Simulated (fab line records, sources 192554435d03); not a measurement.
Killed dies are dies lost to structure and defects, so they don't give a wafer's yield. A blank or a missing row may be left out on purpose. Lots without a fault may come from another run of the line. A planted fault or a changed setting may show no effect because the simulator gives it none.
Split-lot experiment | flow n5_finfet | 7 lots, 21 wafers read, on a route of 1938 steps

THE SPLIT
At N5_FIN_SAQP_PECVD_06 (deposits a-Si from SiH4/He, target thk 60 nm, time 48.1 s), the setting time_s was moved away from the recipe's 48.1 s on 6 of the 21 wafers read, by +4.3% to +8.4%. The other wafers ran this setting at the recipe's value.

FROM THE SPLIT TO THE READING: what the file shows between them, 7 steps
- N5_FIN_SAQP_THK_MEAS_07
- N5_FIN_SAQP_EXPOSE_13: exposes mask FIN CORE, target cd 35.6 nm (also split here: dose_mj)
- N5_FIN_SAQP_PEB_14: peb time 60 s
- N5_FIN_SAQP_DEVELOP_15: develop time 30 s
- N5_FIN_SAQP_CD_MEAS_16: target cd 35.6 nm
- N5_FIN_SAQP_HM_OPEN_73: chemistry CHF3/O2, target SiO2, stops on a-Si, target depth 12 nm, time 16.8 s
- N5_FIN_SAQP_STRIP_74: strips in CHF3/O2

THE READING
oes_product_au, in a.u., at N5_FIN_SAQP_MANDREL_ETCH_22 (etches a-Si in HBr/Cl2, stops on SiNx, target depth 60 nm, bt time 10 s, time 30 s). Fault-free wafers of this fab line usually give 0.766 a.u., standard deviation 0.012 a.u..

wafer  | tool, chamber at the split | time_s as run, s | against the recipe | oes_product_au, a.u. | against lot-mates on the recipe
L075.1 | pecvd-01, 0                | 48.1             | recipe             | 0.766                | -
L075.2 | pecvd-01, 1                | 48.1             | recipe             | 0.768                | -
L075.4 | pecvd-01, 2                | 48.1             | recipe             | 0.777                | -
L081.2 | pecvd-01, 0                | 48.1             | recipe             | 0.772                | -
L081.4 | pecvd-01, 2                | 48.1             | recipe             | 0.760                | -
L081.6 | pecvd-01, 1                | 48.1             | recipe             | 0.753                | -
L084.1 | pecvd-04, 0                | 50.22            | +4.4%              | 0.778                | +0.017
L084.5 | pecvd-04, 1                | 50.22            | +4.4%              | 0.789                | +0.028
L084.6 | pecvd-04, 0                | 48.1             | recipe             | 0.761                | -
L086.1 | pecvd-04, 0                | 48.1             | recipe             | 0.755                | -
L086.4 | pecvd-04, 0                | 48.1             | recipe             | 0.763                | -
L086.5 | pecvd-04, 1                | 52.12            | +8.4%              | 0.800                | +0.041
L090.1 | pecvd-04, 0                | 48.1             | recipe             | 0.764                | -
L090.2 | pecvd-04, 2                | 48.1             | recipe             | 0.774                | -
L090.4 | pecvd-04, 2                | 48.1             | recipe             | 0.786                | -
L095.1 | pecvd-01, 0                | 48.1             | recipe             | 0.745                | -
L095.2 | pecvd-01, 1                | 48.1             | recipe             | 0.752                | -
L095.3 | pecvd-01, 2                | 51.67            | +7.4%              | 0.821                | +0.073
L096.1 | pecvd-04, 1                | 48.1             | recipe             | 0.755                | -
L096.2 | pecvd-04, 2                | 50.15            | +4.3%              | 0.797                | +0.042
L096.6 | pecvd-04, 2                | 50.15            | +4.3%              | 0.792                | +0.037

THE FIT
A straight line over all 21 wafers: oes_product_au changes by +0.00585 a.u. for each +1% of time_s; r = +0.83; the points scatter about the line by 0.011 a.u..
The same after taking each lot's own level away (the mean of its wafers on the recipe; 21 wafers): +0.00704 a.u. for each +1%; r = +0.90; scatter 0.0094 a.u..
On that fit, the largest move of time_s shifts the reading by 0.059 a.u..
The lots' own levels span 0.7485 to 0.7747 a.u., that is 2.2 times the standard deviation above.
So the lot-to-lot level changes the slope: the two fits differ.
Check: with one of the wafers moved furthest among these (+8.4%) left out of the fit, the line predicts +0.0691 a.u. for it against its lot-mates. It came out at +0.041 a.u. against them.

OTHER SPLITS ON THESE WAFERS
These wafers also went through other splits before the reading. Each is held against what the fit with the lots' levels taken away leaves over:
other split on the same wafers | wafers away from the commonest value | r with oes_product_au (lot level and that fit taken away)
N5_ZERO_LAYER_PECVD_02 time_s  | 8                                    | -0.04
N5_ZERO_LAYER_COAT_05 spin_rpm | 7                                    | +0.18
N5_FIN_SAQP_EXPOSE_13 dose_mj  | 9                                    | +0.36

THE WHOLE CHAIN: every reading that the file lists as answering this split, in the file's order
step                            | what it does                                                                       | reading                                                                           | change (the file's fit)                   | r (the file's)
N5_FIN_SAQP_PECVD_06            | deposits a-Si from SiH4/He, target thk 60 nm, time 48.1 s                          | a-Si_of_FIN_SAQP_PECVD_06.thk_nm (the simulator's own value, which no gauge read) | +0.702 nm for each +1% of the setting     | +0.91
N5_FIN_SAQP_THK_MEAS_07         |                                                                                    | thk_nm                                                                            | withheld for each +1% of the setting      | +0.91
N5_FIN_SAQP_MANDREL_ETCH_22     | etches a-Si in HBr/Cl2, stops on SiNx, target depth 60 nm, bt time 10 s, time 30 s | oes_product_au                                                                    | +0.00703 a.u. for each +1% of the setting | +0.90
N5_FIN_SAQP_MANDREL_ETCH_22     | etches a-Si in HBr/Cl2, stops on SiNx, target depth 60 nm, bt time 10 s, time 30 s | etch.depth_nm (the simulator's own value, which no gauge read)                    | +0.701 nm for each +1% of the setting     | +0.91
N5_FIN_SAQP_SPACER1_ETCHBACK_25 | etches SiO2 in CHF3/O2, target depth 24.4 nm, time 12.2 s                          | a-Si_of_FIN_SAQP_PECVD_06.thk_nm (the simulator's own value, which no gauge read) | +0.712 nm for each +1% of the setting     | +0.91

THE FILE'S OWN FIT
oes_product_au changes by +0.00703 a.u. for each +1% of time_s, r = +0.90.
